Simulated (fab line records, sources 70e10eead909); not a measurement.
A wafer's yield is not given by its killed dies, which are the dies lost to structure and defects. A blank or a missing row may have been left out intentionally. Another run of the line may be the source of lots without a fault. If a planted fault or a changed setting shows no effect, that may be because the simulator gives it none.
A single fault, viewed from 2 desks	flow nandHarc	only its own numbers are on each desk; what lay behind them is given at the end

## AT THE METROLOGY DESK
Lot by lot, what the gauges showed, no matter which tool ran the lot: averages of those sampled wafers that carry a number. Any lot whose mean is over 4 standard deviations away from the usual mean is out of limits and marked OUT; that distance is given in the brackets.
Columns: A = thkNm at NHARC_A_BONDPAD_THK_MEAS_20, usual 169.9 nm
lot	first seen here	A
L375	day 22 23:04	169.7
L376	day 24 02:59	168.5
L379	day 24 18:03	168.4
L377	day 24 18:55	169.3
L378	day 24 22:47	170.6
L380	day 25 08:14	169.6
L381	day 26 06:35	170.9
L384	day 27 04:31	167.8
L388	day 28 08:13	171.3
L386	day 28 09:46	169.7
L395	day 31 19:15	169.8
L396	day 31 20:26	169.8
L397	day 32 02:08	171.8
This desk's finding: nothing out of limits on any of the 13 lots.

## TOOL OWNER'S DESK, lpcvdPoly-02
The tool's own readings at NHARC_A_DECK1_JOINT_CVD_12 (deposits poly-Si, target thk 90 nm, time 1800 s): means of the sampled wafers that have a number, for each lot that ran on this tool. Any lot whose mean is over 4 standard deviations away from the usual mean is out of limits and marked OUT; that distance is given in the brackets.
Columns: A = zonePowerLowerPct at NHARC_A_DECK1_JOINT_CVD_12, usual 9.1 %
lot	first seen here	A
L375	day 11 17:51	9.7
L376	day 12 06:59	9.7
L377	day 12 16:15	9.7
L380	day 13 12:43	9.6
L384	day 15 04:26	9.6
L386	day 16 01:41	9.6
L388	day 16 01:41	9.7
L395	day 20 02:33	9.7
This desk's finding: nothing out of limits on any of the 8 lots.

## ALL TOGETHER
At the metrology desk, nothing out of limits was observed.
Nothing out of limits was seen by the tool owner's desk.

## WHAT THE SIMULATOR PUT IN
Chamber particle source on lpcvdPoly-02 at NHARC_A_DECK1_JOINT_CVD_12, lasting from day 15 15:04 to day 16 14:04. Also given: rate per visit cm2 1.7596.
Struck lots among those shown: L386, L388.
